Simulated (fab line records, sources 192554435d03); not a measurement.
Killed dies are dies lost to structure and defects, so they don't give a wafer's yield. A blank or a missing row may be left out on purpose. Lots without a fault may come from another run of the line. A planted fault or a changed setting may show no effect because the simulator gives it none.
A struck lot beside a sound one | flow n5_finfet | 16 steps out of a route of 1938
Sound: wafers L619.1, L619.2, L619.6. Struck: wafers L606.2, L606.3, L606.6. The cause comes at the end.
At each step with rows: each side's tool, then ch and its chambers, then its first start. Under that, the readings that differ: sound wafers | struck wafers | difference of the means | sigmas: that difference in standard deviations of wafers without a fault.
alike: readings whose means differ by less than 2 such deviations, and words and numbers that are the same on both sides. not compared: withheld readings, readings that some wafer has no value for, bounds like >300 that may hide the same value, and numbers for which the record gives no deviation and whose values overlap.
The two part at a step that has a row with sigmas, a row that says differs or no value, or rows on one side only. Numbers that don't overlap but have no deviation are shown without sigmas and don't part them. A reading that every wafer of one side lacks parts them only if that side has two wafers or more.

first, 10 steps without rows for these wafers: N5_BEOL_M3_DESCUM_33 (chemistry O2, time 7 s); N5_BEOL_M3_ETCH_77 (etches underlayer in N2/H2, target depth 6.5 nm, time 5.2 s); N5_BEOL_M3_ETCH_69 (etches SiARC in CF4, target depth 15.6 nm, time 26 s); N5_BEOL_M3_ALD_98 (deposits SiO2, target thk 2.5 nm, pulse time 1 s, co reactant pulse time 1 s); N5_BEOL_M3_ETCHBACK_99 (etches SiO2 in CHF3, target depth 5 nm, time 10.4 s); N5_BEOL_M3_ETCH_70 (etches SOC in N2/H2, target depth 80 nm, overetch 16 nm, time 120 s); N5_BEOL_M3_STRIP_71 (strips in N2/H2); N5_BEOL_M3_STRIP_78 (strips in N2/H2); N5_BEOL_M3_VIA_ETCH_34 (etches the open film in C4F6/O2, target depth 69.4 nm, time 65.9 s); N5_BEOL_M3_STRIP_83 (strips in C4F6/O2).
N5_BEOL_M3_STRIP_36: strips in N2/H2.
  sound on rie_diel-01 ch 1,3, day 12 18:25; struck on rie_diel-05 ch 1,2,3, day 9 04:32
  no value came back on the struck wafers for any of 7 readings (bias_power_w (W), chamber_pressure_mTorr (mTorr) and others); on the sound wafers bias_power_w (W) reads 7.002 6.970 6.975
  reading                                  | sound | struck       | difference | sigmas
  model.SOC_of_BEOL_M3_COAT_67.thk_nm (nm) | 0 0 0 | 51.8 52 51.8 | +51.9      |
  model.SiO2_of_BEOL_M3_ALD_98.thk_nm (nm) | 0 0 0 | 2.4 2.4 2.4  | +2.4       |
  not compared: rf_hours_counter_h
then, 1 step without rows for these wafers: N5_BEOL_M3_TRENCH_ETCH_37 (etches SiOC in C4F6/O2, target depth 55.555 nm, time 29.2 s).
N5_BEOL_M3_ETCH_41: etches SiCN in CH3F/O2, target depth 29.9 nm, time 52.5 s.
  sound on rie_diel-01 ch 1,3; struck on rie_diel-05 ch 1,2,3, day 9 04:37
  reading                                  | sound | struck     | difference | sigmas
  model.SOC_of_BEOL_M3_COAT_67.thk_nm (nm) | 0 0 0 | 35 35.4 35 | +35        |
  alike: drypump_motor_current_A, oes_product_au, rf_vpp_V, showerhead_plenum_p_Torr, throttle_valve_pct
  not compared: rf_hours_counter_h
then, 1 step without rows for these wafers: N5_BEOL_M3_STRIP_97 (strips in N2/H2, time 10 s).
N5_BEOL_M4_RC_MEAS_101:
  the record has rows for the sound wafers here (prober-01 ch 0, day 13 09:58) and none for the struck ones
-- the record jumps here: 5 days lie between the struck wafers' starts before and after (it left off in module BEOL_M4 and takes up again in module PASSIVATION, whose first step shown is number 1936 of the route) --
N5_PASSIVATION_PROBE_49:
  the record has rows for the struck wafers here (prober-02, day 14 10:18) and none for the sound ones

WHERE THEY PART
First at N5_BEOL_M3_STRIP_36; last, within this record, at N5_PASSIVATION_PROBE_49.

WHY: what the simulator had put in
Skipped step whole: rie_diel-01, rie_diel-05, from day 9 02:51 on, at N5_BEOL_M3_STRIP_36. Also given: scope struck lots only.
